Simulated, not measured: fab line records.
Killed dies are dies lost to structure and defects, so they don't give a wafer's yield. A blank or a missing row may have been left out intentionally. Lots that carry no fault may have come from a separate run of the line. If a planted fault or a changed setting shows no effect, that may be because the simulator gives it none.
Chamber matching / flow n5-finfet / N5_BEOL_M5_CURE_79 on uv-cure-01: 3 sister chambers
The step cures SiCOH lowk, time 240 s. 18 wafers are shown with their chamber, then 9 later ones without.

== EACH WAFER AND ITS CHAMBER ==
wafer=L075.2; chamber=0; wafer_temp_C_max=387.8; lamp-power-pct (%)=52.35
wafer=L075.3; chamber=0; wafer_temp_C_max=386.9; lamp-power-pct (%)=52.28
wafer=L075.5; chamber=0; wafer_temp_C_max=387.2; lamp-power-pct (%)=52.35
wafer=L076.1; chamber=1; wafer_temp_C_max=386.9; lamp-power-pct (%)=52.37
wafer=L076.2; chamber=1; wafer_temp_C_max=387.2; lamp-power-pct (%)=52.28
wafer=L076.4; chamber=1; wafer_temp_C_max=387.3; lamp-power-pct (%)=52.37
wafer=L077.4; chamber=2; wafer_temp_C_max=386.7; lamp-power-pct (%)=52.33
wafer=L077.5; chamber=2; wafer_temp_C_max=386.7; lamp-power-pct (%)=52.35
wafer=L077.6; chamber=2; wafer_temp_C_max=386.5; lamp-power-pct (%)=52.39
wafer=L082.1; chamber=0; wafer_temp_C_max=388.1; lamp-power-pct (%)=52.33
wafer=L082.2; chamber=0; wafer_temp_C_max=387.9; lamp-power-pct (%)=52.32
wafer=L082.6; chamber=0; wafer_temp_C_max=388.0; lamp-power-pct (%)=52.23
wafer=L082.3; chamber=0; wafer_temp_C_max=387.3; lamp-power-pct (%)=52.39
wafer=L082.4; chamber=0; wafer_temp_C_max=387.8; lamp-power-pct (%)=52.29
wafer=L082.5; chamber=0; wafer_temp_C_max=387.7; lamp-power-pct (%)=52.42
wafer=L081.2; chamber=0; wafer_temp_C_max=387.7; lamp-power-pct (%)=52.23
wafer=L081.5; chamber=0; wafer_temp_C_max=389.1; lamp-power-pct (%)=52.30
wafer=L081.6; chamber=0; wafer_temp_C_max=387.6; lamp-power-pct (%)=52.36

SIGNATURES (means of the wafers above)
reading=wafer_temp_C_max; chamber 0=387.758; chamber 1=387.133; chamber 2=386.633; scatter within a chamber=0.476
reading=lamp-power-pct; chamber 0=52.3208; chamber 1=52.3400; chamber 2=52.3567; scatter within a chamber=0.0546
Rule: distance of a wafer from a chamber = root of the sum over the readings of ((wafer's reading minus chamber's mean) / reading's scatter) squared. If the next closest chamber is less than 2 further off than the closest, the wafer can't be placed; otherwise it belongs to the closest. How the scatter is found: for the shown wafers, subtract from each reading the mean of its chamber, square and add these, divide the total by (wafers less chambers), then take the root.

== WAFERS WHOSE CHAMBER IS MISSING ==
wafer=L089.4; wafer_temp_C_max=386.7; lamp-power-pct (%)=52.28
wafer=L089.5; wafer_temp_C_max=386.0; lamp-power-pct (%)=52.29
wafer=L089.6; wafer_temp_C_max=386.5; lamp-power-pct (%)=52.27
wafer=L091.1; wafer_temp_C_max=387.1; lamp-power-pct (%)=52.26
wafer=L091.3; wafer_temp_C_max=386.9; lamp-power-pct (%)=52.38
wafer=L091.6; wafer_temp_C_max=386.5; lamp-power-pct (%)=52.33
wafer=L096.3; wafer_temp_C_max=386.9; lamp-power-pct (%)=52.34
wafer=L096.4; wafer_temp_C_max=386.6; lamp-power-pct (%)=52.34
wafer=L096.6; wafer_temp_C_max=386.5; lamp-power-pct (%)=52.34

== THE CHAMBER EACH PASSED THROUGH ==
wafer=L089.4; from the rows above=can't be placed: 2 or 1 or 0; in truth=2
wafer=L089.5; from the rows above=can't be placed: 2 or 1 or 0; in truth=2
wafer=L089.6; from the rows above=can't be placed: 2 or 1 or 0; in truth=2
wafer=L091.1; from the rows above=can't be placed: 1 or 0 or 2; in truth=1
wafer=L091.3; from the rows above=can't be placed: 2 or 1 or 0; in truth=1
wafer=L091.6; from the rows above=can't be placed: 2 or 1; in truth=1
wafer=L096.3; from the rows above=can't be placed: 1 or 2 or 0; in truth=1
wafer=L096.4; from the rows above=can't be placed: 2 or 1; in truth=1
wafer=L096.6; from the rows above=can't be placed: 2 or 1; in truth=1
Correct placement for 0 of the 9. Can't be placed from these rows: 9 (the true chamber is among the candidates in 9). 0 placed wrongly.
